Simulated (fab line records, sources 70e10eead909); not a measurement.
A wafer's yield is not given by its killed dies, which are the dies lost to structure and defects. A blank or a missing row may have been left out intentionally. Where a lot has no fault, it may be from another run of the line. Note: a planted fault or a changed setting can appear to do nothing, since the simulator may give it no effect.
fab line records | flow nand-harc | part 2 of 2: steps 5 to 6 of 6
record lots=24 wafers=72 last-day=24
route steps=1159 shown A_CONTACT@855
lots that met no fault: from a run of the same line without faults
start-h: start of the lot's first displayed wafer, in hours after the record's first day | wait-h: hours since the lot's step before | " repeats the value in the row above | L1.1+2: several wafers, shown together as one row | - value missing, or start not given | * or withheld: withheld | < > ~ a bound
route shown NAME@n: names a module that has steps shown in the file, with the first one's number in the route | usual: mean/standard deviation of fault-free wafers | same: alike in all rows | chamber/n: place in a boat | sites: each site's reading | _std_site: the standard deviation of these | _edge_site: outer sites' mean less inner sites' | radius-mm: how far each site lies from the wafer's centre | mask NAME#n: copy n | behind: the last tool/chamber to shape the wafer | hold: reason for holding the lot/hours on hold/outcome of the hold | device: which transistor (n, p or np) failed to switch | end of line: the tests these same wafers got at the end of their route | step lacking rows: just its recipe | killed: count of dies lost to structure and defects at first sort (not the wafer's yield) | map: per-die view of a wafer (x killed, . not killed, _ where there is no die)
set.NAME: setting as actually run; set.NAME@STEP: the setting as run at that earlier step | model.NAME: the simulator's own value behind a step, which no gauge read
steps of the route over a sample of lots; a table a step, a row a wafer
services: when a tool's chamber went out of use (start-h, in hours from the record's first day, below 0 if earlier), for how many hours, and the reason
## steps
# step NHARC_A_CONTACT_OVL_MEAS_70
# usual overlay-x-nm=0.0/0.8 overlay-y-nm=0.2/0.66
# columns lot.wafer tool chamber start-h wait-h overlay-x-nm overlay-y-nm
L075.3 overlay-01 - 379.41 - -0.7 0.0
L075.4 " - " " -0.7 0.1
L075.5 " - " " -0.9 0.2
L074.2 overlay-02 - 380.96 - -1.4 0.8
L074.5 " - " " -1.5 0.5
L074.6 " - " " -1.9 0.8
L076.1 overlay-02 - 384.58 - 0.5 0.5
L076.2 " - " " 0.7 0.4
L076.5 " - " " 0.8 0.3
L077.1 overlay-01 - 386.01 - 0.5 0.3
L077.3 " - " " 1.1 0.5
L077.4 " - " " 0.5 0.0
L078.1 overlay-01 - 411.60 - -0.1 0.0
L078.2 " - " " 0.4 -0.3
L078.3 " - " " 0.8 -0.4
L079.2 overlay-01 - 414.75 - 0.9 0.7
L079.5 " - " " 0.1 1.0
L079.6 " - " " 0.3 0.5
L080.3 overlay-02 - 416.45 - -0.4 1.1
L080.4 " - " " -0.2 1.1
L080.5 " - " " 0.2 1.0
L082.2 overlay-01 - 425.00 - 0.0 -0.9
L082.3 " - " " 0.0 -0.6
L082.4 " - " " 0.1 -1.0
L083.1 overlay-01 - 426.86 - 0.9 0.3
L083.2 " - " " 0.4 -0.2
L083.6 " - " " 0.0 -0.5
L081.1 overlay-01 - 430.84 - 0.9 -0.1
L081.4 " - " " 0.2 0.3
L081.5 " - " " 0.1 -0.1
L086.2 overlay-02 - 441.86 - -0.8 0.7
L086.5 " - " " -0.2 0.7
L086.6 " - " " 0.3 0.5
L084.2 overlay-02 - 444.24 - -0.3 -0.8
L084.4 " - " " -0.3 -0.6
L084.5 " - " " -0.4 -0.8
L085.1 overlay-01 - 450.60 - 0.4 -1.1
L085.4 " - " " 0.1 -0.6
L085.6 " - " " 0.4 -1.3
L087.1 overlay-01 - 455.65 - 0.3 0.5
L087.2 " - " " -0.1 0.3
L087.4 " - " " 0.9 1.0
L089.3 overlay-02 - 460.04 - -0.5 -0.4
L089.4 " - " " -0.6 0.5
L089.6 " - " " -0.4 -0.2
L088.1 overlay-01 - 460.67 - -0.9 -0.5
L088.4 " - " " -1.1 -0.2
L088.6 " - " " -0.5 -1.1
L090.2 overlay-02 - 479.45 - 0.2 0.4
L090.4 " - " " 0.6 -0.6
L090.5 " - " " -0.1 -0.4
L093.1 overlay-02 - 481.58 - -0.2 -0.2
L093.2 " - " " -0.1 -0.2
L093.6 " - " " 0.0 0.0
L091.2 overlay-02 - 487.96 - 1.4 1.8
L091.3 " - " " 1.5 1.9
L091.5 " - " " 1.6 1.8
L094.1 overlay-01 - 500.30 - -0.4 0.1
L094.4 " - " " -0.4 0.4
L094.5 " - " " -0.8 0.0
L092.1 overlay-02 - 504.90 - 1.2 0.1
L092.3 " - " " 1.4 0.1
L092.6 " - " " 1.2 -0.1
L095.2 overlay-01 - 505.58 - -0.8 0.4
L095.3 " - " " -1.4 0.5
L095.6 " - " " -1.5 0.5
L096.2 overlay-02 - 510.37 - 0.2 -0.2
L096.3 " - " " 0.1 -0.1
L096.4 " - " " -0.2 -0.5
L097.1 overlay-02 - 516.12 - -0.6 0.4
L097.2 " - " " -0.7 0.2
L097.4 " - " " -0.8 0.5
# step NHARC_A_CONTACT_ETCH_76
# recipe target-depth-a=2600 over-etch-frac=0.3 time-s=475.3 ion-energy-ev=200 n2-flow-sccm=150 h2-flow-sccm=150 ar-flow-sccm=0 rf-w=400 bias-w=150 chemistry=N2/H2
# usual drypump-motor-current-A=5.6/0.32 n2-flow-sccm=149.9/0.47 oes-product-au=1.000/0.007 rf-vpp-V=430.7/2.2 showerhead-plenum-p-Torr=2.04/0.077 throttle-valve-pct=14.172/0.0089
# columns lot.wafer tool chamber start-h wait-h drypump-motor-current-A n2-flow-sccm oes-product-au rf-hours-counter-h rf-vpp-V showerhead-plenum-p-Torr throttle-valve-pct
L075.4 rie-diel-04 0 - - 5.4 149.8 0.998 27 429.7 1.97 14.178
L075.3 " 1 " " 5.5 150.3 0.991 26 434.9 2.19 14.183
L075.5 " 0 " " 5.4 150.2 1.001 - 429.6 1.97 14.162
L074.2 rie-diel-02 0 - - 5.6 150.5 1.001 22 432.4 2.15 14.173
L074.5 " 2 " " 6.2 150.0 0.995 - 433.7 2.13 14.179
L074.6 " 3 " " 4.9 150.3 1.006 - 430.8 2.01 14.176
L076.2 rie-diel-02 1 - - 5.8 149.7 1.003 23 430.4 2.01 14.186
L076.1 " 2 " " 6.2 150.2 1.009 23 432.1 2.13 14.181
L076.5 " 0 " " 5.6 150.2 0.997 - 433.2 2.15 14.169
L077.1 rie-diel-04 0 - - 5.4 150.1 0.998 31 427.2 1.97 14.170
L077.3 " 1 " " 5.6 150.3 0.994 31 434.8 2.19 14.184
L077.4 " 2 " " 5.1 150.2 1.003 33 431.6 2.04 14.160
L078.1 rie-diel-12 2 - - 5.9 150.6 0.995 3 429.0 1.96 14.162
L078.3 " 3 " " 5.5 149.4 0.999 2 428.2 1.96 14.169
L078.2 " 0 " " 5.5 150.2 1.010 3 432.5 2.14 14.182
L079.2 rie-diel-04 2 - - 5.1 149.6 1.009 42 430.5 2.04 14.174
L079.6 " 0 " " 5.4 150.2 0.992 - 428.5 1.96 14.176
L079.5 " 1 " " 5.5 150.5 0.993 - 434.6 2.18 14.182
L080.3 rie-diel-04 2 - - 5.1 150.3 1.000 43 430.8 2.04 14.169
L080.4 " 3 " " 5.8 149.1 0.995 41 431.8 2.09 14.180
L080.5 " 2 " " 5.1 150.0 1.007 - 429.7 2.04 14.157
L082.4 rie-diel-02 1 - - 5.8 151.1 1.001 35 429.2 2.00 14.157
L082.2 " 2 " " 6.2 149.8 1.000 34 432.1 2.12 14.183
L082.3 " 0 " " 5.7 149.3 1.002 36 434.0 2.14 14.176
L083.2 rie-diel-04 0 - - 5.4 150.1 1.003 43 427.9 1.96 14.158
L083.1 " 1 " " 5.5 149.1 0.981 44 433.6 2.18 14.169
L083.6 " 3 " " 5.8 151.0 0.998 - 432.7 2.09 14.168
L081.1 rie-diel-12 1 - - 5.8 150.1 1.004 7 430.0 2.02 14.169
L081.4 " 0 " " 5.6 149.9 1.003 6 432.6 2.14 14.180
L081.5 " 2 " " 5.9 150.3 0.997 - 429.7 1.96 14.181
L086.2 rie-diel-02 2 - - 6.2 151.4 0.992 39 434.6 2.12 14.162
L086.6 " 0 " " 5.6 150.3 0.990 - 431.6 2.14 14.169
L086.5 " 1 " " 5.8 149.6 1.007 - 430.2 2.00 14.155
L084.4 rie-diel-12 2 - - 5.9 149.2 0.992 10 428.1 1.95 14.162
L084.2 " 3 " " 5.5 149.7 0.996 10 427.9 1.96 14.181
L084.5 " 2 " " 5.9 150.1 0.991 - 427.9 1.95 14.186
L085.1 rie-diel-04 2 - - 5.1 150.1 1.006 58 429.6 2.03 14.164
L085.4 " 1 " " 5.6 149.1 1.002 55 433.5 2.18 14.174
L085.6 " 3 " " 5.7 149.8 0.999 - 430.7 2.09 14.179
L087.4 rie-diel-12 0 - - 5.5 149.8 0.996 12 432.9 2.13 14.175
L087.1 " 2 " " 5.9 149.6 0.999 13 428.0 1.95 14.161
L087.2 " 3 " " 5.5 150.0 1.001 13 428.2 1.96 14.163
L089.4 rie-diel-04 3 - - 5.8 150.5 1.010 59 431.3 2.08 14.175
L089.3 " 2 " " 5.1 149.9 1.014 62 430.4 2.03 14.179
L089.6 " 3 " " 5.8 149.3 1.013 - 430.5 2.08 14.162
L088.4 rie-diel-02 3 - - 4.9 149.5 1.010 43 429.2 2.00 14.162
L088.1 " 0 " " 5.7 149.9 0.988 53 433.5 2.14 14.157
L088.6 " 3 " " 4.9 149.4 0.998 - 429.0 2.00 14.170
L090.2 rie-diel-12 3 - - 5.4 150.3 0.998 16 429.3 1.95 14.166
L090.4 " 0 " " 5.5 149.7 0.998 15 431.3 2.13 14.174
L090.5 " 2 " " 5.9 149.4 0.998 - 427.7 1.95 14.162
L093.1 rie-diel-04 0 - - 5.4 149.7 1.002 2 429.7 1.95 14.160
L093.2 " 1 " " 5.5 150.5 1.002 1 436.4 2.17 14.175
L093.6 " 1 " " 5.5 150.4 0.993 - 433.5 2.17 14.197
L091.3 rie-diel-12 0 - - 5.5 150.2 0.998 16 433.5 2.13 14.167
L091.2 " 1 " " 5.8 149.6 1.005 17 431.3 2.01 14.169
L091.5 " 0 " " 5.5 150.0 1.007 - 433.2 2.13 14.165
L094.1 rie-diel-12 2 - - 5.9 150.1 0.993 18 428.8 1.95 14.181
L094.4 " 0 " " 5.5 149.5 0.995 19 432.7 2.13 14.169
L094.5 " 1 " " 5.8 149.8 0.993 - 429.8 2.01 14.181
L092.3 rie-diel-02 1 - - 5.8 150.5 1.007 70 429.5 1.99 14.179
L092.1 " 3 " " 4.9 149.9 1.011 58 428.2 1.99 14.174
L092.6 " 2 " " 6.2 150.2 1.001 - 432.3 2.11 14.177
L095.3 rie-diel-04 1 - - 5.5 150.3 1.009 9 434.9 2.17 14.164
L095.2 " 2 " " 5.1 149.7 1.012 10 429.4 2.03 14.182
L095.6 " 0 " " 5.4 148.6 1.017 - 428.3 1.95 14.173
L096.4 rie-diel-12 3 - - 5.4 150.2 1.001 22 428.8 1.95 14.180
L096.2 " 1 " " 5.8 150.3 0.999 23 430.0 2.01 14.178
L096.3 " 2 " " 5.9 150.0 0.998 22 428.5 1.95 14.176
L097.1 rie-diel-04 3 - - 5.7 150.3 1.010 15 431.6 2.08 14.165
L097.4 " 0 " " 5.4 150.7 1.002 15 428.5 1.95 14.167
L097.2 " 2 " " 5.1 149.6 1.015 13 430.9 2.03 14.174
## services
# columns tool chamber start-h hours kind
rie-diel-12 0 359.17 - clean
rie-diel-12 1 359.17 - clean
rie-diel-12 2 359.17 - clean
rie-diel-12 3 359.17 - clean
rie-diel-04 1 359.93 2.0 repair
rie-diel-02 3 366.58 10.0 repair
rie-diel-12 - 379.56 9.0 pm
rie-diel-12 0 379.56 9.0 vent-cycle
rie-diel-12 1 379.56 9.0 vent-cycle
rie-diel-12 2 379.56 9.0 vent-cycle
rie-diel-12 3 379.56 9.0 vent-cycle
har-cap-etch-01 - 381.60 1.5 repair
rie-diel-12 0 388.56 - clean
rie-diel-02 3 445.76 3.6 repair
har-cap-etch-03 - 451.41 0.4 repair
har-cap-etch-01 - 459.29 2.5 repair
rie-diel-04 1 463.98 8.4 repair
rie-diel-04 - 466.09 9.0 pm
rie-diel-02 - 491.24 0.7 repair
har-cap-etch-03 - 492.75 0.6 repair
rie-diel-12 2 493.22 6.1 repair
rie-diel-12 3 493.55 2.2 repair
rie-diel-02 3 495.51 2.1 repair
rie-diel-02 - 505.39 9.0 pm
